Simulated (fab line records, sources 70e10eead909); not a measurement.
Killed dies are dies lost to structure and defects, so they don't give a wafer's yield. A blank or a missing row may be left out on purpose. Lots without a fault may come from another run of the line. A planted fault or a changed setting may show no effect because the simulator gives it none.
Which tool did it? | flow nand_harc | 6 lots, 18 wafers sampled, at 3 steps of a route of 1302

WHAT THE GAUGES READ, wafer by wafer
NHARC_A_ONON_D2_THK_MEAS_24: measures by ellipsometry.
lot  | measured     | on            | thk_nm (nm)
L304 | day 13 03:54 | film_metro-01 | 993 992 992
L309 | day 15 04:02 | film_metro-02 | 999 1000 999
L310 | day 16 04:35 | film_metro-02 | 1020 1019 1021
L315 | day 18 01:47 | film_metro-01 | 1039 1006 1007
L324 | day 21 09:15 | film_metro-01 | 1013 1016 1014
L325 | day 21 22:10 | film_metro-02 | 1000 997 998

WHICH TOOL RAN EACH LOT (tool, then ch and the chambers of the sampled wafers, then the start)
lot  | NHARC_A_CHANNEL_HOLE_D1_XSEM_31 | NHARC_A_ONON_D2_DEP_22
L304 | xsem-02 ch 0, day 9 00:43       | pecvd_onon-03 ch 0, day 13 03:26
L309 | xsem-01 ch 0, day 11 04:10      | pecvd_onon-04 ch 0, day 15 03:31
L310 | xsem-01 ch 0, day 11 23:15      | pecvd_onon-04 ch 0, day 16 04:05
L315 | xsem-02 ch 0, day 13 21:40      | pecvd_onon-04 ch 0, day 18 01:20
L324 | xsem-02 ch 0, day 17 11:11      | pecvd_onon-04 ch 0, day 21 08:45
L325 | xsem-01 ch 0, day 17 19:40      | pecvd_onon-02 ch 0, day 21 21:40
- NHARC_A_CHANNEL_HOLE_D1_XSEM_31
- NHARC_A_ONON_D2_DEP_22: target thk 1000 nm.

THE ANSWER, worked out from the rows above alone
Rule: what is usual is taken from the lots themselves. Put in order of their means at a reading, lots are off if they are a third of the lots or fewer, leave a main group of 4 or more, and stand apart from it by a gap of 3 or more times the standard deviation of the main group's means; of several such gaps the widest counts. A main group whose means are all the same, to the digits that the tables above print for the reading, isn't used. A lot without any number at a reading at which 4 lots or more have one is off too. The other lots that the step has rows for count as sound.
No lot is off at any reading shown: from this, nothing can be told.

WHAT THE SIMULATOR HAD PUT IN
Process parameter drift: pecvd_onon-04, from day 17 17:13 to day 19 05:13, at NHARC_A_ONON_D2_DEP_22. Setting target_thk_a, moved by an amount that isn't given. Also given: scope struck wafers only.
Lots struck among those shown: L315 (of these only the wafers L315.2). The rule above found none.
